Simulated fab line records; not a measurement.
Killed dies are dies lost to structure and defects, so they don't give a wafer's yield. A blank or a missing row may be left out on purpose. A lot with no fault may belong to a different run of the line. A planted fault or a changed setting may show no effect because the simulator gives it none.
Chamber matching || flow nand_harc || rie_diel-03 running NHARC_A_CONTACT_ETCH_90: 4 sister chambers
The step etches the open film in CH3F/O2, target depth 40 nm, time 85.7 s. 24 wafers are shown with their chamber, then 12 later ones without.

## WAFERS WITH THEIR CHAMBER
{"wafer": "L077.4", "chamber": 0, "showerhead_plenum_p_Torr (Torr)": 2.36, "drypump_motor_current_A (A)": 5.0, "rf_vpp_V (V)": 243.0}
{"wafer": "L077.5", "chamber": 0, "showerhead_plenum_p_Torr (Torr)": 2.36, "drypump_motor_current_A (A)": 5.0, "rf_vpp_V (V)": 243.8}
{"wafer": "L077.6", "chamber": 1, "showerhead_plenum_p_Torr (Torr)": 2.52, "drypump_motor_current_A (A)": 6.0, "rf_vpp_V (V)": 245.6}
{"wafer": "L079.3", "chamber": 1, "showerhead_plenum_p_Torr (Torr)": 2.52, "drypump_motor_current_A (A)": 6.0, "rf_vpp_V (V)": 245.7}
{"wafer": "L079.5", "chamber": 2, "showerhead_plenum_p_Torr (Torr)": 2.50, "drypump_motor_current_A (A)": 5.5, "rf_vpp_V (V)": 247.1}
{"wafer": "L079.6", "chamber": 1, "showerhead_plenum_p_Torr (Torr)": 2.52, "drypump_motor_current_A (A)": 6.0, "rf_vpp_V (V)": 245.8}
{"wafer": "L080.1", "chamber": 1, "showerhead_plenum_p_Torr (Torr)": 2.51, "drypump_motor_current_A (A)": 6.0, "rf_vpp_V (V)": 247.8}
{"wafer": "L080.2", "chamber": 3, "showerhead_plenum_p_Torr (Torr)": 2.59, "drypump_motor_current_A (A)": 5.4, "rf_vpp_V (V)": 246.0}
{"wafer": "L080.3", "chamber": 0, "showerhead_plenum_p_Torr (Torr)": 2.36, "drypump_motor_current_A (A)": 5.0, "rf_vpp_V (V)": 243.2}
{"wafer": "L080.4", "chamber": 2, "showerhead_plenum_p_Torr (Torr)": 2.50, "drypump_motor_current_A (A)": 5.5, "rf_vpp_V (V)": 245.4}
{"wafer": "L080.5", "chamber": 0, "showerhead_plenum_p_Torr (Torr)": 2.35, "drypump_motor_current_A (A)": 5.0, "rf_vpp_V (V)": 242.4}
{"wafer": "L080.6", "chamber": 3, "showerhead_plenum_p_Torr (Torr)": 2.59, "drypump_motor_current_A (A)": 5.4, "rf_vpp_V (V)": 246.5}
{"wafer": "L081.2", "chamber": 0, "showerhead_plenum_p_Torr (Torr)": 2.35, "drypump_motor_current_A (A)": 5.0, "rf_vpp_V (V)": 241.8}
{"wafer": "L081.4", "chamber": 2, "showerhead_plenum_p_Torr (Torr)": 2.50, "drypump_motor_current_A (A)": 5.4, "rf_vpp_V (V)": 244.0}
{"wafer": "L081.5", "chamber": 2, "showerhead_plenum_p_Torr (Torr)": 2.50, "drypump_motor_current_A (A)": 5.4, "rf_vpp_V (V)": 244.0}
{"wafer": "L082.2", "chamber": 1, "showerhead_plenum_p_Torr (Torr)": 2.51, "drypump_motor_current_A (A)": 6.0, "rf_vpp_V (V)": 244.6}
{"wafer": "L082.5", "chamber": 0, "showerhead_plenum_p_Torr (Torr)": 2.35, "drypump_motor_current_A (A)": 4.9, "rf_vpp_V (V)": 244.1}
{"wafer": "L082.6", "chamber": 3, "showerhead_plenum_p_Torr (Torr)": 2.58, "drypump_motor_current_A (A)": 5.4, "rf_vpp_V (V)": 247.0}
{"wafer": "L084.3", "chamber": 1, "showerhead_plenum_p_Torr (Torr)": 2.51, "drypump_motor_current_A (A)": 6.0, "rf_vpp_V (V)": 245.5}
{"wafer": "L084.4", "chamber": 0, "showerhead_plenum_p_Torr (Torr)": 2.35, "drypump_motor_current_A (A)": 5.0, "rf_vpp_V (V)": 244.7}
{"wafer": "L084.5", "chamber": 2, "showerhead_plenum_p_Torr (Torr)": 2.50, "drypump_motor_current_A (A)": 5.5, "rf_vpp_V (V)": 247.3}
{"wafer": "L088.1", "chamber": 0, "showerhead_plenum_p_Torr (Torr)": 2.35, "drypump_motor_current_A (A)": 5.0, "rf_vpp_V (V)": 243.9}
{"wafer": "L088.4", "chamber": 3, "showerhead_plenum_p_Torr (Torr)": 2.58, "drypump_motor_current_A (A)": 5.4, "rf_vpp_V (V)": 247.1}
{"wafer": "L088.5", "chamber": 3, "showerhead_plenum_p_Torr (Torr)": 2.58, "drypump_motor_current_A (A)": 5.4, "rf_vpp_V (V)": 246.0}

SIGNATURES (averages over the wafers above)
{"reading": "showerhead_plenum_p_Torr", "chamber 0": 2.3537, "chamber 1": 2.5150, "chamber 2": 2.5000, "chamber 3": 2.5840, "scatter within a chamber": 0.00478}
{"reading": "drypump_motor_current_A", "chamber 0": 4.987, "chamber 1": 6.000, "chamber 2": 5.460, "chamber 3": 5.400, "scatter within a chamber": 0.0322}
{"reading": "rf_vpp_V", "chamber 0": 243.363, "chamber 1": 245.833, "chamber 2": 245.560, "chamber 3": 246.520, "scatter within a chamber": 1.08}
Rule: a wafer's distance from a chamber is the root of the sum, over the readings, of the square of ((its reading less the chamber's mean) divided by the reading's scatter). If the next closest chamber is less than 2 further off than the closest, the wafer can't be placed; otherwise it belongs to the closest. How the scatter is found: for the shown wafers, subtract from each reading the mean of its chamber, square and add these, divide the total by (wafers less chambers), then take the root.

## WAFERS MISSING THEIR CHAMBER
{"wafer": "L090.4", "showerhead_plenum_p_Torr (Torr)": 2.51, "drypump_motor_current_A (A)": 6.0, "rf_vpp_V (V)": 245.1}
{"wafer": "L090.5", "showerhead_plenum_p_Torr (Torr)": 2.49, "drypump_motor_current_A (A)": 5.5, "rf_vpp_V (V)": 244.5}
{"wafer": "L090.6", "showerhead_plenum_p_Torr (Torr)": 2.58, "drypump_motor_current_A (A)": 5.4, "rf_vpp_V (V)": 245.9}
{"wafer": "L091.2", "showerhead_plenum_p_Torr (Torr)": 2.51, "drypump_motor_current_A (A)": 6.0, "rf_vpp_V (V)": 244.9}
{"wafer": "L091.4", "showerhead_plenum_p_Torr (Torr)": 2.58, "drypump_motor_current_A (A)": 5.4, "rf_vpp_V (V)": 247.5}
{"wafer": "L091.5", "showerhead_plenum_p_Torr (Torr)": 2.49, "drypump_motor_current_A (A)": 5.5, "rf_vpp_V (V)": 244.7}
{"wafer": "L093.3", "showerhead_plenum_p_Torr (Torr)": 2.35, "drypump_motor_current_A (A)": 5.0, "rf_vpp_V (V)": 243.8}
{"wafer": "L093.4", "showerhead_plenum_p_Torr (Torr)": 2.51, "drypump_motor_current_A (A)": 6.0, "rf_vpp_V (V)": 245.2}
{"wafer": "L093.6", "showerhead_plenum_p_Torr (Torr)": 2.35, "drypump_motor_current_A (A)": 5.0, "rf_vpp_V (V)": 242.2}
{"wafer": "L094.2", "showerhead_plenum_p_Torr (Torr)": 2.49, "drypump_motor_current_A (A)": 5.4, "rf_vpp_V (V)": 245.8}
{"wafer": "L094.5", "showerhead_plenum_p_Torr (Torr)": 2.49, "drypump_motor_current_A (A)": 5.5, "rf_vpp_V (V)": 245.6}
{"wafer": "L094.6", "showerhead_plenum_p_Torr (Torr)": 2.58, "drypump_motor_current_A (A)": 5.4, "rf_vpp_V (V)": 246.3}

## EACH ONE'S CHAMBER
{"wafer": "L090.4", "from the rows above": 1, "in truth": 1}
{"wafer": "L090.5", "from the rows above": 2, "in truth": 2}
{"wafer": "L090.6", "from the rows above": 3, "in truth": 3}
{"wafer": "L091.2", "from the rows above": 1, "in truth": 1}
{"wafer": "L091.4", "from the rows above": 3, "in truth": 3}
{"wafer": "L091.5", "from the rows above": 2, "in truth": 2}
{"wafer": "L093.3", "from the rows above": 0, "in truth": 0}
{"wafer": "L093.4", "from the rows above": 1, "in truth": 1}
{"wafer": "L093.6", "from the rows above": 0, "in truth": 0}
{"wafer": "L094.2", "from the rows above": 2, "in truth": 2}
{"wafer": "L094.5", "from the rows above": 2, "in truth": 2}
{"wafer": "L094.6", "from the rows above": 3, "in truth": 3}
Correctly placed: 12 of 12. Number that these rows cannot place: 0. Wrongly placed: 0.
